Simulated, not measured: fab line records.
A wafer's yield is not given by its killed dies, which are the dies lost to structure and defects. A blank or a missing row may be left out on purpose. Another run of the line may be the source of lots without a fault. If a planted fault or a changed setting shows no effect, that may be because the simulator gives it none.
Chamber matching	flow nand_harc	NHARC_A_STAIRCASE_DESCUM_11 on rie_diel-09: 4 sister chambers
The step chemistry O2, time 3 s. 18 wafers are shown with their chamber, then 9 later ones without.

== WAFERS WITH THEIR CHAMBER ==
wafer	chamber	showerhead_plenum_p_Torr (Torr)	drypump_motor_current_A (A)	rf_vpp_V (V)
L075.2	1	2.03	5.8	57.2
L075.3	0	1.83	5.2	58.3
L075.4	3	1.79	6.4	56.7
L080.1	1	2.03	5.8	58.7
L080.4	3	1.78	6.4	56.8
L080.5	1	2.03	5.8	57.3
L079.3	1	2.03	5.8	57.4
L079.5	2	2.05	5.2	56.7
L079.6	3	1.78	6.4	57.1
L081.2	3	1.78	6.4	57.0
L081.3	2	2.05	5.2	57.9
L081.6	0	1.82	5.3	58.3
L090.1	0	1.82	5.2	57.2
L090.2	2	2.04	5.2	57.4
L090.4	1	2.02	5.7	58.2
L091.4	0	1.81	5.2	56.0
L091.5	1	2.02	5.8	57.7
L091.6	2	2.04	5.3	58.6

SIGNATURES (means of the wafers above)
reading	chamber 0	chamber 1	chamber 2	chamber 3	scatter within a chamber
showerhead_plenum_p_Torr	1.8200	2.0267	2.0450	1.7825	0.00603
drypump_motor_current_A	5.225	5.783	5.225	6.400	0.0408
rf_vpp_V	57.450	57.750	57.650	56.900	0.726
Rule: for a wafer and a chamber, the distance is found by dividing, reading by reading, the gap between the wafer's reading and the chamber's mean by the reading's scatter, squaring, summing and taking the root. The wafer belongs to the nearest chamber; if the next one is less than 2 further off, it can't be placed. The scatter is the square root of a quotient: the sum, over the shown wafers, of each reading's squared deviation from its chamber's mean, divided by wafers minus chambers.

== WAFERS WITHOUT THEIR CHAMBER ==
wafer	showerhead_plenum_p_Torr (Torr)	drypump_motor_current_A (A)	rf_vpp_V (V)
L095.1	1.77	6.4	56.4
L095.2	2.01	5.7	56.6
L095.3	2.03	5.2	58.9
L095.4	1.81	5.2	56.7
L095.5	1.77	6.4	57.0
L095.6	2.03	5.2	59.3
L096.1	1.81	5.2	55.3
L096.4	2.01	5.8	56.8
L096.6	1.77	6.4	56.5

== WHICH CHAMBER EACH ONE RAN IN ==
wafer	from the rows above	in truth
L095.1	3	3
L095.2	1	1
L095.3	2	2
L095.4	0	0
L095.5	3	3
L095.6	2	2
L096.1	0	0
L096.4	1	1
L096.6	3	3
Correct placement for 9 of the 9. Left unplaced by these rows: 0. Placed wrongly: 0.
